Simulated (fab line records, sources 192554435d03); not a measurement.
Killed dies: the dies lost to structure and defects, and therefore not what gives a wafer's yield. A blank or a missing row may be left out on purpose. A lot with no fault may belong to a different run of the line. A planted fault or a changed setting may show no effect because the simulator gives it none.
Matching of chambers / flow n5Finfet / rieDiel-01 running N5_BEOL_M15_DESCUM_15: 4 sister chambers
The step chemistry O2, time 7.9 s. 4 wafers are shown with their chamber, then 8 later ones without.

== WAFERS PAIRED WITH THEIR CHAMBERS ==
wafer=L079.1; chamber=1; drypumpMotorCurrentA (A)=6.5
wafer=L083.2; chamber=0; drypumpMotorCurrentA (A)=6.0
wafer=L083.6; chamber=3; drypumpMotorCurrentA (A)=5.0
wafer=L090.1; chamber=2; drypumpMotorCurrentA (A)=6.0

== WAFERS MISSING THEIR CHAMBER ==
wafer=L090.2; drypumpMotorCurrentA (A)=5.0
wafer=L090.3; drypumpMotorCurrentA (A)=6.1
wafer=L093.1; drypumpMotorCurrentA (A)=6.1
wafer=L093.3; drypumpMotorCurrentA (A)=6.5
wafer=L093.5; drypumpMotorCurrentA (A)=6.0
wafer=L096.2; drypumpMotorCurrentA (A)=6.0
wafer=L096.4; drypumpMotorCurrentA (A)=6.0
wafer=L096.6; drypumpMotorCurrentA (A)=5.0

== WHICH CHAMBER EACH ONE RAN IN ==
wafer=L090.2; from the rows above=3; in truth=3
wafer=L090.3; from the rows above=can't be placed: 0 or 2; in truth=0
wafer=L093.1; from the rows above=can't be placed: 0 or 2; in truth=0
wafer=L093.3; from the rows above=1; in truth=1
wafer=L093.5; from the rows above=can't be placed: 0 or 2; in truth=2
wafer=L096.2; from the rows above=can't be placed: 0 or 2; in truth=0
wafer=L096.4; from the rows above=can't be placed: 0 or 2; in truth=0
wafer=L096.6; from the rows above=3; in truth=3
3 of 8 placed correctly. From these rows, 5 cannot be placed; in 5 the true chamber is one of the candidates. Wrongly placed: 0.
How it was worked out, from the rows above alone: a wafer's distance from a chamber is the root of the sum, over the readings, of the square of ((its reading less the chamber's mean) divided by the reading's scatter). If the next closest chamber is less than 2 further off than the closest, the wafer can't be placed; otherwise it belongs to the closest. Each chamber's mean is taken over the wafers shown for it. The scatter: with one shown wafer a chamber, the root of the mean of the squares of how far each hidden wafer lies from its nearest shown one.
